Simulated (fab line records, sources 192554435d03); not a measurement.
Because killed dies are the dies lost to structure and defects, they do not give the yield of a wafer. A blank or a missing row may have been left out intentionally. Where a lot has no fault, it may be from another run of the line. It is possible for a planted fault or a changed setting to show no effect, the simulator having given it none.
2 desks looking at one fault    flow n5 finfet    each desk has only its own numbers; what lay behind them comes last

## FROM THE METROLOGY DESK
Means of the sampled wafers that have a number, per lot and without regard to the tool the lot ran on: this is what the gauges read. The brackets show how far a lot's mean lies from the usual mean; more than 4 standard deviations puts the lot out of limits, marked OUT. Readings shown: 7 of its 12, picked as those furthest out on some lot.
Columns: A = trench depth nm at N5_BEOL_M4_OCD_MEAS_38, usual 55.0 nm; B = cd nm at N5_BEOL_M4_CD_MEAS_35, usual 17.9 nm; C = DIBL_N at N5_BEOL_M4_RC_MEAS_101, usual 36.5 mV/V; D = IOFF_N at N5_BEOL_M4_RC_MEAS_101, usual 0.17 nA/um; E = SS_P at N5_BEOL_M4_RC_MEAS_101, usual 73.5 mV/dec; F = VT_N at N5_BEOL_M4_RC_MEAS_101, usual 250 mV; G = VT_P at N5_BEOL_M4_RC_MEAS_101, usual -250 mV
lot   first seen here  A     B     C     D     E     F    G
L530  day 9 10:37      58.0  18.1  36.5  0.16  73.4  250  -250
L531  day 9 10:38      54.1  17.9  34.6  0.12  72.7  254  -251
L537  day 11 07:22     55.6  17.7  36.3  0.17  73.8  248  -251
L539  day 11 14:40     55.8  18.3  38.1  0.22  74.0  246  -245
L549  day 14 01:57     54.3  17.5  37.7  0.17  73.7  249  -249
L548  day 14 01:59     55.5  18.0  38.7  0.17  73.7  251  -251
This desk's finding: nothing out of limits on any of the 6 lots.

## FOR THE TOOL OWNER'S DESK: cvd co-01
The tool's own readings at N5_BEOL_M4_CVD_47 (deposits Co from CCTBA/H2, target thk 3 nm, time 223.8 s): means of the sampled wafers that have a number, for each lot that ran on this tool. The brackets show how far a lot's mean lies from the usual mean; more than 4 standard deviations puts the lot out of limits, marked OUT.
Columns: A = run length s at N5_BEOL_M4_CVD_47, usual 247.0 s
lot   first seen here  A
L530  day 9 11:39      246.4
L531  day 9 12:44      246.9
L537  day 11 08:52     329.9 (+99 or more) OUT
L539  day 11 15:37     330.1 (+99 or more) OUT
L549  day 14 02:47     247.1
L548  day 14 02:55     246.4
Finding of this desk: L537, L539 out of limits; the first was L537 at day 11 08:52, on run length s at N5_BEOL_M4_CVD_47. Within limits: L530, L531, L549, L548.

## PUT TOGETHER
The tool owner's desk had the chance to raise an alarm at day 11 08:52 on L537, L539.
At the metrology desk, nothing out of limits was observed.
The metrology desk has L537, L539 on record, within its limits.
All the named lots went through N5_BEOL_M4_CVD_47 on cvd co-01.

## WHAT HAD BEEN PUT IN BY THE SIMULATOR
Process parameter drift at N5_BEOL_M4_CVD_47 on cvd co-01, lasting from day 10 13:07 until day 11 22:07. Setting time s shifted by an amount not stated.
Lots struck among those shown: L537, L539.
How many hours passed from the start of the fault until each desk's first out-of-limits reading: the tool owner's desk, 20.
